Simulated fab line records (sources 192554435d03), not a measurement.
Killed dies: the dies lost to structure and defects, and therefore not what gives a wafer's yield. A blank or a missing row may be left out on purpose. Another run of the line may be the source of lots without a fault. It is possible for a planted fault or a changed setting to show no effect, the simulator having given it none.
Matching of chambers / flow n5_finfet / 4 sister chambers for N5_BEOL_M7_ETCH_61 on rie_diel-01
The step etches SiARC in CF4, target depth 45.5 nm, time 75.8 s. 4 wafers are shown with their chamber, then 12 later ones without.

## WAFERS PAIRED WITH THEIR CHAMBERS
wafer=L094.3; chamber=1; drypump_motor_current_A (A)=6.4
wafer=L095.1; chamber=3; drypump_motor_current_A (A)=6.3
wafer=L095.2; chamber=0; drypump_motor_current_A (A)=5.1
wafer=L095.3; chamber=2; drypump_motor_current_A (A)=6.8

## WAFERS MISSING THEIR CHAMBER
wafer=L095.4; drypump_motor_current_A (A)=6.3
wafer=L095.5; drypump_motor_current_A (A)=6.8
wafer=L095.6; drypump_motor_current_A (A)=6.4
wafer=L096.1; drypump_motor_current_A (A)=6.3
wafer=L096.2; drypump_motor_current_A (A)=5.1
wafer=L096.3; drypump_motor_current_A (A)=6.4
wafer=L096.4; drypump_motor_current_A (A)=6.8
wafer=L096.5; drypump_motor_current_A (A)=6.3
wafer=L096.6; drypump_motor_current_A (A)=5.1
wafer=L097.3; drypump_motor_current_A (A)=6.8
wafer=L097.4; drypump_motor_current_A (A)=5.0
wafer=L097.6; drypump_motor_current_A (A)=6.3

## THE CHAMBER EACH PASSED THROUGH
wafer=L095.4; from the rows above=3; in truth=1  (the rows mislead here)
wafer=L095.5; from the rows above=2; in truth=2
wafer=L095.6; from the rows above=1; in truth=1
wafer=L096.1; from the rows above=3; in truth=3
wafer=L096.2; from the rows above=0; in truth=0
wafer=L096.3; from the rows above=1; in truth=1
wafer=L096.4; from the rows above=2; in truth=2
wafer=L096.5; from the rows above=3; in truth=3
wafer=L096.6; from the rows above=0; in truth=0
wafer=L097.3; from the rows above=2; in truth=2
wafer=L097.4; from the rows above=0; in truth=0
wafer=L097.6; from the rows above=3; in truth=3
Placed correctly: 11 of 12. Not placeable from these rows: 0. Wrongly placed: 1.
How it was worked out, from the rows above alone: a wafer's distance from a chamber is the root of the sum, over the readings, of the square of ((its reading less the chamber's mean) divided by the reading's scatter). The wafer belongs to the nearest chamber; if the next one is less than 2 further off, it can't be placed. For every chamber, the mean is computed from those of its wafers that are shown. The scatter: root of mean squared gap, hidden wafer to nearest shown wafer, with one shown wafer a chamber.
